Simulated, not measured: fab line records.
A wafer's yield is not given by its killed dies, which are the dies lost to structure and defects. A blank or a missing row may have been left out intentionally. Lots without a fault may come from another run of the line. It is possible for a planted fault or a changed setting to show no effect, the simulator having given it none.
A struck lot beside a sound one | flow nand_harc | 40 out of 1302 route steps
Sound: the wafers L798.2, L798.3, L798.6. Struck: wafer L811.1. (L811.3, L811.4 of the same lot were not struck and are left out.) The cause comes at the end.
For every step that has rows: the tool of each side, followed by ch and its chambers, followed by its first start. Under that, the readings that differ: sound wafers | struck wafers | difference of the means | sigmas: that difference in standard deviations of wafers without a fault.
alike: same words and numbers on both sides, and readings whose means sit less than 2 such deviations apart. not compared: any withheld reading, any reading some wafer has no value for, any bound like >300 that may hide the same value, and any number with overlapping values for which the record gives no deviation.
A row with sigmas, a row that says differs or no value, or rows on one side alone: a step with any of these is where the two part. Numbers that don't overlap but have no deviation are shown without sigmas and don't part them. A reading that every wafer of one side lacks parts them only if that side has two wafers or more.

NHARC_A_CONTACT_ETCH_30: etches the open film in CF4/CHF3, target depth 72.6 nm, time 36.3 s.
  sound on rie_diel-08 ch 0,1; struck on rie_diel-10 ch 0
  alike: drypump_motor_current_A, mfc_ar_sccm, oes_product_au, rf_vpp_V, showerhead_plenum_p_Torr, throttle_valve_pct
  not compared: rf_hours_counter_h
then, 9 steps without rows for these wafers: NHARC_A_CONTACT_ETCH_31 (etches the open film in O2/COS, target depth 2800 nm, time 728 s); NHARC_A_CONTACT_ETCH_134 (etches the open film in C4F8/O2/Ar, time 140 s, target depth 700 nm); NHARC_A_CONTACT_ETCH_135 (etches the open film in C4F8/O2/Ar, time 311 s, target depth 1912 nm); NHARC_A_CONTACT_ETCH_136 (etches the open film in C4F8/O2/Ar, time 311 s, target depth 1912 nm); NHARC_A_CONTACT_ETCH_137 (etches the open film in C4F8/O2/Ar, time 311 s, target depth 1912 nm); NHARC_A_CONTACT_ETCH_138 (etches the open film in C4F8/O2/Ar, time 311 s, target depth 1914 nm); NHARC_A_CONTACT_ETCH_139 (etches the open film in C4F8/O2/Ar, time 195 s, target depth 840 nm); NHARC_A_CONTACT_ETCH_92 (etches the open film in CH3F/O2, target depth 40 nm, time 85.7 s); NHARC_A_CONTACT_ETCH_98 (etches the open film in C4F6/O2, target depth 20 nm, time 10 s).
NHARC_A_CONTACT_CD_MEAS_15:
  sound on cd_sem-03 at day 23 10:08; struck on cd_sem-01 at day 29 07:10
  alike: cd_nm
then, 1 step without rows for these wafers: NHARC_A_CONTACT_STRIP_107 (strips in N2/H2).
NHARC_A_CONTACT_STRIP_108: strips in CF4/CHF3.
  sound on rie_diel-08 ch 0,1, day 23 10:19; struck on rie_diel-04 ch 0,2,3, day 29 07:20
then, 1 step without rows for these wafers: NHARC_A_CONTACT_STRIP_109 (strips in O2/COS).
NHARC_A_CONTACT_ETCH_110: etches the open film in CF4/O2, target depth 60 nm, overetch 6 nm, time 33 s.
  sound on rie_diel-08 ch 1,3, day 23 10:27; struck on rie_diel-04 ch 2, day 29 07:28
  reading                     | sound       | struck | difference | sigmas
  drypump_motor_current_A (A) | 5.5 5.1 5.5 | 6.4    | +1.0       | +2
  alike: mfc_ar_sccm, oes_ar_750_au, oes_product_au, rf_vpp_V, showerhead_plenum_p_Torr, throttle_valve_pct
  not compared: rf_hours_counter_h
NHARC_A_CONTACT_STRIP_26: strips in O2.
  sound on rie_diel-08 ch 0,1,3; struck on rie_diel-04 ch 3
  reading                         | sound          | struck | difference | sigmas
  showerhead_plenum_p_Torr (Torr) | 3.77 3.53 3.58 | 3.29   | -0.34      | -2
  alike: drypump_motor_current_A, mfc_ar_sccm, oes_product_au, rf_vpp_V, throttle_valve_pct
  not compared: rf_hours_counter_h
then, 2 steps without rows for these wafers: NHARC_A_CONTACT_STRIP_27 (strips in post etch residue remover, time 600 s); NHARC_A_CONTACT_ALD_18 (deposits TiN, target thk 3 nm, pulse time 1 s, ald cycles 150).
NHARC_A_CONTACT_CVD_19: deposits W, target thk 300 nm, time 802 s.
  sound on cvd_w-02 ch 0,1; struck on cvd_w-02 ch 0
  reading            | sound          | struck | difference | sigmas
  mfc_ar_sccm (sccm) | 1557 1550 1555 | 1569   | +15        | +3
  alike: chamber_pressure_Torr, heater_power_w, throttle_valve_pct
then, 12 steps without rows for these wafers: NHARC_A_CONTACT_CMP_20 (polishes, t overpolish 30 s, target thk 300 nm); NHARC_A_CONTACT_SRD_22; NHARC_A_BLC_DEHYDRATE_00 (time 120 s); NHARC_A_BLC_HMDS_01 (time 30 s); NHARC_A_BLC_COAT_02 (time 75 s); NHARC_A_BLC_COAT_03 (time 65 s); NHARC_A_BLC_COAT_04 (resist thk 90 nm); NHARC_A_BLC_SOFTBAKE_05 (time 55 s); NHARC_A_BLC_EBR_06; NHARC_A_BLC_EXPOSE_07 (exposes mask A BLC, target cd 100 nm); NHARC_A_BLC_PEB_08 (peb time 65 s); NHARC_A_BLC_DEVELOP_09 (develop time 35 s).
NHARC_A_BLC_CD_MEAS_10: the cd target is 100 nm.
  sound on cd_sem-03 ch 0, day 23 13:10; struck on cd_sem-03 ch 0, day 29 09:59
  reading    | sound            | struck | difference | sigmas
  cd_nm (nm) | 101.0 99.7 100.8 | 98.0   | -2.5       | -3
NHARC_A_BLC_OVL_MEAS_11:
  sound on overlay-01 at day 23 13:15; struck on overlay-02 at day 29 10:04
  alike: overlay_x_nm, overlay_y_nm
then, 2 steps without rows for these wafers: NHARC_A_BLC_DESCUM_15 (chemistry O2, time 3 s); NHARC_A_BLC_ETCH_16 (etches the open film in CF4, target depth 39 nm, time 65 s).
NHARC_A_BLC_ETCH_17: etches the open film in N2/H2, target depth 390 nm, time 609.38 s.
  sound on rie_diel-11 ch 0,1,2; struck on rie_diel-11 ch 0
  alike: drypump_motor_current_A, mfc_ar_sccm, oes_product_au, rf_vpp_V, showerhead_plenum_p_Torr, throttle_valve_pct
  not compared: rf_hours_counter_h
then, 1 step without rows for these wafers: NHARC_A_BLC_ETCH_18 (etches the open film in C4F8/O2/Ar, target depth 910 nm).
NHARC_A_BLC_CD_MEAS_19:
  sound on cd_sem-03 at day 23 14:19; struck on cd_sem-03 at day 29 11:07
  reading    | sound      | struck | difference | sigmas
  cd_nm (nm) | 97 100 103 | 94     | -6         | -2
then, 1 step without rows for these wafers: NHARC_A_BLC_STRIP_29 (strips in CF4).
NHARC_END_SORT_01:
  here the record holds rows for the struck wafers (prober-01 ch 0, day 31 04:59) but none for the sound ones

## WHERE THEY PART
First at NHARC_A_CONTACT_ETCH_110; last, within this record, at NHARC_END_SORT_01.

WHY: what the simulator had put in
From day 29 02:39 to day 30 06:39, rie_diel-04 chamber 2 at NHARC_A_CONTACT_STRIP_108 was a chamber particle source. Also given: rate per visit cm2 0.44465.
